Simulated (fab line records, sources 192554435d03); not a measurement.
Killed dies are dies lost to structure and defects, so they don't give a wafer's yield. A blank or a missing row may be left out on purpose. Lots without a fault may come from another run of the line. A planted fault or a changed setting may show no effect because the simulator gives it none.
Tool commonality check | flow n5_finfet | 11 lots, 29 wafers sampled

WHY IT WAS OPENED
At N5_BEOL_M14_OCD_MEAS_35 the reading trench_depth_nm is flagged on 3 of 11 lots. Wafers without a fault read 566 nm, standard deviation 16.
Rule: a lot is flagged when every wafer of it that has a number lies more than 4 standard deviations from that mean, or none has a number. The other lots count as sound.

lot  | measured     | on     | trench_depth_nm (nm), wafer by wafer | flag
L979 | day 11 04:41 | ocd-01 | 563 565 560                          |
L978 | day 11 17:37 | ocd-02 | 574 551                              |
L984 | day 12 12:10 | ocd-01 | 0 0 0                                | FLAGGED
L983 | day 12 16:30 | ocd-02 | 1 0 0                                | FLAGGED
L985 | day 12 19:40 | ocd-02 | 0 0 0                                | FLAGGED
L991 | day 14 10:39 | ocd-02 | 552 555 559                          |
L992 | day 14 16:48 | ocd-01 | 558 599 544                          |
L996 | day 16 06:46 | ocd-02 | 547 591                              |
L999 | day 16 21:37 | ocd-02 | 567 564                              |
L100 | day 17 03:39 | ocd-01 | 550 550                              |
L101 | day 17 06:40 | ocd-01 | 559 549 550                          |
The numbers of the flagged lots are 0 nm on average: -566 nm against the usual, or -35 standard deviations.

WHICH TOOL RAN EACH LOT
The record holds 1 process step before the reading, out of a route of 1938 steps. In each cell: the tool, then ch and the chambers that the sampled wafers went through, then the start.
lot  | flag    | N5_BEOL_M14_TRENCH_ETCH_34
L979 |         | rie_diel-02 ch 0,1,3, day 11 04:31
L978 |         | rie_diel-06 ch 0,2, day 11 17:28
L984 | FLAGGED | rie_diel-02 ch 0,1,2, day 12 12:01
L983 | FLAGGED | rie_diel-02 ch 0,3, day 12 16:20
L985 | FLAGGED | rie_diel-02 ch 1,2, day 12 19:31
L991 |         | rie_diel-02 ch 0,1,3, day 14 10:29
L992 |         | rie_diel-06 ch 0,1,3, day 14 16:39
L996 |         | rie_diel-06 ch 0,3, day 16 06:36
L999 |         | rie_diel-02 ch 1, day 16 21:28
L100 |         | rie_diel-02 ch 0,3, day 17 03:29
L101 |         | rie_diel-06 ch 0,1, day 17 06:31
What these steps do:
- N5_BEOL_M14_TRENCH_ETCH_34: etches SiO2 in C4F8/O2/Ar, target depth 556.65 nm, time 126.9 s.
- N5_BEOL_M14_OCD_MEAS_35

FLAGGED OVER TOTAL, TOOL BY TOOL (the gauges that took the reading come last)
step                       | tool        | lots run | flagged | share of the flagged lots | sound lots run after its first flagged lot
N5_BEOL_M14_TRENCH_ETCH_34 | rie_diel-02 | 7        | 3       | all                       | 3 (L991,L999,L100)
N5_BEOL_M14_TRENCH_ETCH_34 | rie_diel-06 | 4        | 0       | none                      | -
N5_BEOL_M14_OCD_MEAS_35    | ocd-01      | 5        | 1       | some                      | 3 (L992,L100,L101)
N5_BEOL_M14_OCD_MEAS_35    | ocd-02      | 6        | 2       | some                      | 3 (L991,L996,L999)

WHAT THE TABLE ALLOWS
1 row of the table ran every flagged lot: rie_diel-02 at N5_BEOL_M14_TRENCH_ETCH_34.
- rie_diel-02 at N5_BEOL_M14_TRENCH_ETCH_34: 3 of its 7 lots flagged. Sound lots ran on it after the first flagged one (L991, L999, L100), which a lasting fault on the whole tool wouldn't allow. On the flagged lots its readings are blank where sound lots have values: C4F8_flow_sccm, O2_flow_sccm, drypump_motor_current_A, oes_product_au and 3 more.
No row of the table ran every flagged lot and no sound lot after the first.

WHAT THE SIMULATOR HAD PUT IN
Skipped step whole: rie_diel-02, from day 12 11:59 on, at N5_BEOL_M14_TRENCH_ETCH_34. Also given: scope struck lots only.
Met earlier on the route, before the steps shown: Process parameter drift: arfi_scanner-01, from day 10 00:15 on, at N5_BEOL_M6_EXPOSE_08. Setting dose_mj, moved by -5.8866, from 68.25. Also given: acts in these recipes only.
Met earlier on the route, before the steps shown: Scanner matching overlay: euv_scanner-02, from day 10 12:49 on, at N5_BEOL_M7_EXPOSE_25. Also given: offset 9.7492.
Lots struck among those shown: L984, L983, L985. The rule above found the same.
